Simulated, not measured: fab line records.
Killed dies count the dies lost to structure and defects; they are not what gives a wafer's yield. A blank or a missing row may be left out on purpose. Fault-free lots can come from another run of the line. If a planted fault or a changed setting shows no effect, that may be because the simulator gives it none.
Which tool did it? :: flow nand_harc :: 37 wafers from 13 lots sampled at 5 of the route's 1159 steps

WHAT THE GAUGES SHOWED, per wafer
NHARC_END_SORT_01. Usual: killed_at_array 28, standard deviation 11; killed_at_other 0.8, standard deviation 1.1; killed_at_periphery 3.3, standard deviation 2.8; killed_dies 32, standard deviation 11; killed_open 3.3, standard deviation 1.9; killed_short 1.9, standard deviation 1.4.
lot: L840
measured: day 22 00:52
on: prober-01
killed_at_array: 250
killed_at_other: 1
killed_at_periphery: 1
killed_dies: 252
killed_open: 3
killed_short: 0
flag: OFF

EACH LOT AND THE TOOL THAT RAN IT (in order: tool; ch and the chambers of the sampled wafers; start)
lot: L831
NHARC_A_CHANNEL_HOLE_D1_ETCH_21: har_etch-01 ch 0,1, day 8 18:05
NHARC_A_CHANNEL_HOLE_D1_ETCH_25: har_etch-01 ch 0,1, day 8 20:35
NHARC_A_CHANNEL_HOLE_D1_ETCH_44: rie_diel-12 ch 1,2, day 8 22:26
NHARC_A_CHANNEL_FILL_D1_ALD_02: ald_hk-01 ch 0,1,2, day 8 23:46

lot: L832
NHARC_A_CHANNEL_HOLE_D1_ETCH_21: har_etch-02 ch 0,1, day 8 18:14
NHARC_A_CHANNEL_HOLE_D1_ETCH_25: har_etch-02 ch 0,1, day 8 20:42
NHARC_A_CHANNEL_HOLE_D1_ETCH_44: rie_diel-12 ch 0,2,3, day 8 22:52
NHARC_A_CHANNEL_FILL_D1_ALD_02: ald_hk-03 ch 1,2,3, day 9 00:02

lot: L834
NHARC_A_CHANNEL_HOLE_D1_ETCH_21: har_etch-01 ch 0,1, day 9 00:08
NHARC_A_CHANNEL_HOLE_D1_ETCH_25: har_etch-01 ch 0,1, day 9 02:44
NHARC_A_CHANNEL_HOLE_D1_ETCH_44: rie_diel-03 ch 0,1, day 9 04:17
NHARC_A_CHANNEL_FILL_D1_ALD_02: ald_hk-03 ch 1,2,3, day 9 05:35

lot: L833
NHARC_A_CHANNEL_HOLE_D1_ETCH_21: har_etch-02 ch 0,1, day 9 00:35
NHARC_A_CHANNEL_HOLE_D1_ETCH_25: har_etch-02 ch 0,1, day 9 03:10
NHARC_A_CHANNEL_HOLE_D1_ETCH_44: rie_diel-12 ch 0,1,3, day 9 04:42
NHARC_A_CHANNEL_FILL_D1_ALD_02: ald_hk-03 ch 1,2,3, day 9 06:01

lot: L836
NHARC_A_CHANNEL_HOLE_D1_ETCH_21: har_etch-02 ch 0,1, day 9 07:58
NHARC_A_CHANNEL_HOLE_D1_ETCH_25: har_etch-02 ch 0,1, day 9 10:32
NHARC_A_CHANNEL_HOLE_D1_ETCH_44: rie_diel-03 ch 1,2,3, day 9 12:13
NHARC_A_CHANNEL_FILL_D1_ALD_02: ald_hk-04 ch 1,2,3, day 9 13:23

lot: L840
NHARC_A_CHANNEL_HOLE_D1_ETCH_21: har_etch-01 ch 0, day 10 14:37
NHARC_A_CHANNEL_HOLE_D1_ETCH_25: har_etch-01 ch 0, day 10 17:17
NHARC_A_CHANNEL_HOLE_D1_ETCH_44: rie_diel-11 ch 1, day 10 18:40
NHARC_A_CHANNEL_FILL_D1_ALD_02: ald_hk-03 ch 1, day 10 21:03

lot: L841
NHARC_A_CHANNEL_HOLE_D1_ETCH_21: har_etch-01 ch 0,1, day 10 19:32
NHARC_A_CHANNEL_HOLE_D1_ETCH_25: har_etch-01 ch 0,1, day 10 22:09
NHARC_A_CHANNEL_HOLE_D1_ETCH_44: rie_diel-03 ch 0,3, day 10 23:42
NHARC_A_CHANNEL_FILL_D1_ALD_02: ald_hk-01 ch 2,3, day 11 00:56

lot: L845
NHARC_A_CHANNEL_HOLE_D1_ETCH_21: har_etch-01 ch 0,1, day 11 11:08
NHARC_A_CHANNEL_HOLE_D1_ETCH_25: har_etch-01 ch 0,1, day 11 13:41
NHARC_A_CHANNEL_HOLE_D1_ETCH_44: rie_diel-12 ch 0,2, day 11 15:23
NHARC_A_CHANNEL_FILL_D1_ALD_02: ald_hk-03 ch 1,2,3, day 11 16:32

lot: L847
NHARC_A_CHANNEL_HOLE_D1_ETCH_21: har_etch-02 ch 0,1, day 12 11:55
NHARC_A_CHANNEL_HOLE_D1_ETCH_25: har_etch-02 ch 0,1, day 12 14:24
NHARC_A_CHANNEL_HOLE_D1_ETCH_44: rie_diel-12 ch 1,3, day 12 16:14
NHARC_A_CHANNEL_FILL_D1_ALD_02: ald_hk-03 ch 1,2,3, day 12 17:29

lot: L849
NHARC_A_CHANNEL_HOLE_D1_ETCH_21: har_etch-01 ch 0,1, day 12 16:34
NHARC_A_CHANNEL_HOLE_D1_ETCH_25: har_etch-01 ch 0,1, day 12 19:02
NHARC_A_CHANNEL_HOLE_D1_ETCH_44: rie_diel-03 ch 0,1,2, day 12 20:52
NHARC_A_CHANNEL_FILL_D1_ALD_02: ald_hk-01 ch 1,2,3, day 12 22:02

lot: L850
NHARC_A_CHANNEL_HOLE_D1_ETCH_21: har_etch-02 ch 0,1, day 12 20:20
NHARC_A_CHANNEL_HOLE_D1_ETCH_25: har_etch-02 ch 0,1, day 12 22:55
NHARC_A_CHANNEL_HOLE_D1_ETCH_44: rie_diel-03 ch 1,2,3, day 13 00:35
NHARC_A_CHANNEL_FILL_D1_ALD_02: ald_hk-03 ch 0,1,3, day 13 01:55

lot: L854
NHARC_A_CHANNEL_HOLE_D1_ETCH_21: har_etch-01 ch 0,1, day 13 15:39
NHARC_A_CHANNEL_HOLE_D1_ETCH_25: har_etch-01 ch 0,1, day 13 18:17
NHARC_A_CHANNEL_HOLE_D1_ETCH_44: rie_diel-03 ch 1,2,3, day 13 19:49
NHARC_A_CHANNEL_FILL_D1_ALD_02: ald_hk-01 ch 1,2,3, day 13 20:59

lot: L853
NHARC_A_CHANNEL_HOLE_D1_ETCH_21: har_etch-02 ch 0,1, day 13 19:53
NHARC_A_CHANNEL_HOLE_D1_ETCH_25: har_etch-02 ch 0,1, day 13 22:20
NHARC_A_CHANNEL_HOLE_D1_ETCH_44: rie_diel-12 ch 1,2,3, day 14 00:11
NHARC_A_CHANNEL_FILL_D1_ALD_02: ald_hk-03 ch 0,2,3, day 14 01:26
- NHARC_A_CHANNEL_HOLE_D1_ETCH_21: etches the open film in C4F8/O2/Ar, time 514.3 s, target depth 1600 nm.
- NHARC_A_CHANNEL_HOLE_D1_ETCH_25: etches the open film in C4F8/O2/Ar, time 1040.2 s, target depth 1500 nm.
- NHARC_A_CHANNEL_HOLE_D1_ETCH_44: etches the open film in CF4/O2, target depth 140 nm, overetch 14 nm, time 77 s.
- NHARC_A_CHANNEL_FILL_D1_ALD_02: deposits SiO2, target thk 6 nm, pulse time 10 s, ald cycles 60.

WHAT THE TOOLS THEMSELVES READ (means of the sampled wafers that have a number; where no wafer has one, the mark that the record gives instead)
NHARC_A_CHANNEL_HOLE_D1_ETCH_21. Usual: drypump_motor_current_A 5.8 A, standard deviation 0.52; showerhead_plenum_p_Torr 3.75 Torr, standard deviation 0.072; throttle_valve_pct 32.153 %, standard deviation 0.0093.
lot: L831
tool: har_etch-01
drypump_motor_current_A (A): 6.2
showerhead_plenum_p_Torr (Torr): 3.82
throttle_valve_pct (%): 32.161
flag: 

lot: L832
tool: har_etch-02
drypump_motor_current_A (A): 5.6
showerhead_plenum_p_Torr (Torr): 3.73
throttle_valve_pct (%): 32.159
flag: 

lot: L834
tool: har_etch-01
drypump_motor_current_A (A): 6.2
showerhead_plenum_p_Torr (Torr): 3.82
throttle_valve_pct (%): 32.156
flag: 

lot: L833
tool: har_etch-02
drypump_motor_current_A (A): 5.6
showerhead_plenum_p_Torr (Torr): 3.73
throttle_valve_pct (%): 32.147
flag: 

lot: L836
tool: har_etch-02
drypump_motor_current_A (A): 5.7
showerhead_plenum_p_Torr (Torr): 3.73
throttle_valve_pct (%): 32.160
flag: 

lot: L840
tool: har_etch-01
drypump_motor_current_A (A): 5.5
showerhead_plenum_p_Torr (Torr): 3.81
throttle_valve_pct (%): 32.155
flag: 

lot: L841
tool: har_etch-01
drypump_motor_current_A (A): 5.9
showerhead_plenum_p_Torr (Torr): 3.81
throttle_valve_pct (%): 32.150
flag: 

lot: L845
tool: har_etch-01
drypump_motor_current_A (A): 6.2
showerhead_plenum_p_Torr (Torr): 3.81
throttle_valve_pct (%): 32.146
flag: 

lot: L847
tool: har_etch-02
drypump_motor_current_A (A): 5.4
showerhead_plenum_p_Torr (Torr): 3.67
throttle_valve_pct (%): 32.149
flag: 

lot: L849
tool: har_etch-01
drypump_motor_current_A (A): 5.9
showerhead_plenum_p_Torr (Torr): 3.80
throttle_valve_pct (%): 32.156
flag: 

lot: L850
tool: har_etch-02
drypump_motor_current_A (A): 5.6
showerhead_plenum_p_Torr (Torr): 3.71
throttle_valve_pct (%): 32.158
flag: 

lot: L854
tool: har_etch-01
drypump_motor_current_A (A): 6.3
showerhead_plenum_p_Torr (Torr): 3.79
throttle_valve_pct (%): 32.154
flag: 

lot: L853
tool: har_etch-02
drypump_motor_current_A (A): 5.6
showerhead_plenum_p_Torr (Torr): 3.70
throttle_valve_pct (%): 32.155
flag: 

NHARC_A_CHANNEL_HOLE_D1_ETCH_25. Usual: drypump_motor_current_A 5.8 A, standard deviation 0.52; showerhead_plenum_p_Torr 3.74 Torr, standard deviation 0.071; throttle_valve_pct 32.235 %, standard deviation 0.011.
lot: L831
tool: har_etch-01
drypump_motor_current_A (A): 6.2
showerhead_plenum_p_Torr (Torr): 3.82
throttle_valve_pct (%): 32.234
flag: 

lot: L832
tool: har_etch-02
drypump_motor_current_A (A): 5.6
showerhead_plenum_p_Torr (Torr): 3.73
throttle_valve_pct (%): 32.243
flag: 

lot: L834
tool: har_etch-01
drypump_motor_current_A (A): 6.2
showerhead_plenum_p_Torr (Torr): 3.81
throttle_valve_pct (%): 32.231
flag: 

lot: L833
tool: har_etch-02
drypump_motor_current_A (A): 5.7
showerhead_plenum_p_Torr (Torr): 3.73
throttle_valve_pct (%): 32.228
flag: 

lot: L836
tool: har_etch-02
drypump_motor_current_A (A): 5.6
showerhead_plenum_p_Torr (Torr): 3.72
throttle_valve_pct (%): 32.229
flag: 

lot: L840
tool: har_etch-01
drypump_motor_current_A (A): 5.5
showerhead_plenum_p_Torr (Torr): 3.80
throttle_valve_pct (%): 32.248
flag: 

lot: L841
tool: har_etch-01
drypump_motor_current_A (A): 5.9
showerhead_plenum_p_Torr (Torr): 3.80
throttle_valve_pct (%): 32.221
flag: 

lot: L845
tool: har_etch-01
drypump_motor_current_A (A): 6.2
showerhead_plenum_p_Torr (Torr): 3.80
throttle_valve_pct (%): 32.238
flag: 

lot: L847
tool: har_etch-02
drypump_motor_current_A (A): 5.4
showerhead_plenum_p_Torr (Torr): 3.67
throttle_valve_pct (%): 32.232
flag: 

lot: L849
tool: har_etch-01
drypump_motor_current_A (A): 5.9
showerhead_plenum_p_Torr (Torr): 3.79
throttle_valve_pct (%): 32.218
flag: 

lot: L850
tool: har_etch-02
drypump_motor_current_A (A): 5.6
showerhead_plenum_p_Torr (Torr): 3.70
throttle_valve_pct (%): 32.238
flag: 

lot: L854
tool: har_etch-01
drypump_motor_current_A (A): 6.2
showerhead_plenum_p_Torr (Torr): 3.78
throttle_valve_pct (%): 32.238
flag: 

lot: L853
tool: har_etch-02
drypump_motor_current_A (A): 5.6
showerhead_plenum_p_Torr (Torr): 3.70
throttle_valve_pct (%): 32.233
flag: 

NHARC_A_CHANNEL_HOLE_D1_ETCH_44. Usual: drypump_motor_current_A 5.7 A, standard deviation 0.41; oes_product_au 1.002 a.u., standard deviation 0.012; rf_vpp_V 198.1 V, standard deviation 1.2; showerhead_plenum_p_Torr 1.36 Torr, standard deviation 0.047; throttle_valve_pct 13.398 %, standard deviation 0.0094.
lot: L831
tool: rie_diel-12
drypump_motor_current_A (A): 5.9
oes_product_au (a.u.): 0.999
rf_vpp_V (V): 198.8
showerhead_plenum_p_Torr (Torr): 1.39
throttle_valve_pct (%): 13.404
flag: 

lot: L832
tool: rie_diel-12
drypump_motor_current_A (A): 5.6
oes_product_au (a.u.): 1.000
rf_vpp_V (V): 199.0
showerhead_plenum_p_Torr (Torr): 1.36
throttle_valve_pct (%): 13.407
flag: 

lot: L834
tool: rie_diel-03
drypump_motor_current_A (A): 5.6
oes_product_au (a.u.): 0.995
rf_vpp_V (V): 198.3
showerhead_plenum_p_Torr (Torr): 1.35
throttle_valve_pct (%): 13.405
flag: 

lot: L833
tool: rie_diel-12
drypump_motor_current_A (A): 6.1
oes_product_au (a.u.): 1.025
rf_vpp_V (V): 198.9
showerhead_plenum_p_Torr (Torr): 1.38
throttle_valve_pct (%): 13.400
flag: 

lot: L836
tool: rie_diel-03
drypump_motor_current_A (A): 5.6
oes_product_au (a.u.): 0.996
rf_vpp_V (V): 197.4
showerhead_plenum_p_Torr (Torr): 1.30
throttle_valve_pct (%): 13.395
flag: 

lot: L840
tool: rie_diel-11
drypump_motor_current_A (A): 5.2
oes_product_au (a.u.): 0.952
rf_vpp_V (V): 196.8
showerhead_plenum_p_Torr (Torr): 1.35
throttle_valve_pct (%): 13.397
flag: OFF

lot: L841
tool: rie_diel-03
drypump_motor_current_A (A): 6.1
oes_product_au (a.u.): 1.008
rf_vpp_V (V): 197.9
showerhead_plenum_p_Torr (Torr): 1.34
throttle_valve_pct (%): 13.393
flag: 

lot: L845
tool: rie_diel-12
drypump_motor_current_A (A): 5.3
oes_product_au (a.u.): 0.997
rf_vpp_V (V): 198.4
showerhead_plenum_p_Torr (Torr): 1.38
throttle_valve_pct (%): 13.389
flag: 

lot: L847
tool: rie_diel-12
drypump_motor_current_A (A): 6.2
oes_product_au (a.u.): 1.005
rf_vpp_V (V): 197.7
showerhead_plenum_p_Torr (Torr): 1.33
throttle_valve_pct (%): 13.397
flag: 

lot: L849
tool: rie_diel-03
drypump_motor_current_A (A): 5.8
oes_product_au (a.u.): 0.998
rf_vpp_V (V): 197.0
showerhead_plenum_p_Torr (Torr): 1.34
throttle_valve_pct (%): 13.403
flag: 

lot: L850
tool: rie_diel-03
drypump_motor_current_A (A): 5.6
oes_product_au (a.u.): 0.994
rf_vpp_V (V): 197.0
showerhead_plenum_p_Torr (Torr): 1.30
throttle_valve_pct (%): 13.388
flag: 

lot: L854
tool: rie_diel-03
drypump_motor_current_A (A): 5.6
oes_product_au (a.u.): 0.984
rf_vpp_V (V): 197.5
showerhead_plenum_p_Torr (Torr): 1.30
throttle_valve_pct (%): 13.403
flag: 

lot: L853
tool: rie_diel-12
drypump_motor_current_A (A): 5.8
oes_product_au (a.u.): 1.001
rf_vpp_V (V): 197.9
showerhead_plenum_p_Torr (Torr): 1.35
throttle_valve_pct (%): 13.401
flag: 

NHARC_A_CHANNEL_FILL_D1_ALD_02. Usual: heater_power_w 466 W, standard deviation 24; precursor_pulse_height_rel 0.999, standard deviation 0.02.
lot: L831
tool: ald_hk-01
heater_power_w (W): 448
precursor_pulse_height_rel: 1.017
flag: 

lot: L832
tool: ald_hk-03
heater_power_w (W): 463
precursor_pulse_height_rel: 1.000
flag: 

lot: L834
tool: ald_hk-03
heater_power_w (W): 462
precursor_pulse_height_rel: 0.994
flag: 

lot: L833
tool: ald_hk-03
heater_power_w (W): 463
precursor_pulse_height_rel: 1.011
flag: 

lot: L836
tool: ald_hk-04
heater_power_w (W): 476
precursor_pulse_height_rel: 0.991
flag: 

lot: L840
tool: ald_hk-03
heater_power_w (W): 432
precursor_pulse_height_rel: 1.002
flag: 

lot: L841
tool: ald_hk-01
heater_power_w (W): 459
precursor_pulse_height_rel: 0.998
flag: 

lot: L845
tool: ald_hk-03
heater_power_w (W): 463
precursor_pulse_height_rel: 1.012
flag: 

lot: L847
tool: ald_hk-03
heater_power_w (W): 464
precursor_pulse_height_rel: 1.004
flag: 

lot: L849
tool: ald_hk-01
heater_power_w (W): 459
precursor_pulse_height_rel: 1.014
flag: 

lot: L850
tool: ald_hk-03
heater_power_w (W): 470
precursor_pulse_height_rel: 1.001
flag: 

lot: L854
tool: ald_hk-01
heater_power_w (W): 464
precursor_pulse_height_rel: 0.993
flag: 

lot: L853
tool: ald_hk-03
heater_power_w (W): 477
precursor_pulse_height_rel: 0.992
flag: 

THE ANSWER, worked out from the rows above alone
Rule: take the mean of a lot's wafers that have a number; if it is more than 3 standard deviations from the usual mean, the lot is off. Also off: a lot with no number at a reading for which 4 or more lots have one. The other lots that the step has rows for count as sound. The gauges are gone through in route order, then the tools' own readings, and for those a lot's mean is taken as printed above. The first step at which some lot is off is used, and at that step the reading that is off furthest; a lot without a number counts as furthest.
Off: L840 (NHARC_END_SORT_01, killed_at_array). Neither off nor sound, because the step has no rows for them: L831, L832, L834, L833, L836, L841, L845, L847, L849, L850, L854, L853.
A tool fits if, at a process step before that reading, it ran every lot that is off, and no sound lot after the first of them. Not tried: the gauges at NHARC_END_SORT_01; whatever is off there is also off at NHARC_A_CHANNEL_HOLE_D1_ETCH_44, on other tools, and gauge error can't account for it. Can't be told from this: 3 tools fit, har_etch-01 at NHARC_A_CHANNEL_HOLE_D1_ETCH_21 and NHARC_A_CHANNEL_HOLE_D1_ETCH_25, rie_diel-11 at NHARC_A_CHANNEL_HOLE_D1_ETCH_44, ald_hk-03 at NHARC_A_CHANNEL_FILL_D1_ALD_02.

WHAT HAD BEEN PUT IN BY THE SIMULATOR
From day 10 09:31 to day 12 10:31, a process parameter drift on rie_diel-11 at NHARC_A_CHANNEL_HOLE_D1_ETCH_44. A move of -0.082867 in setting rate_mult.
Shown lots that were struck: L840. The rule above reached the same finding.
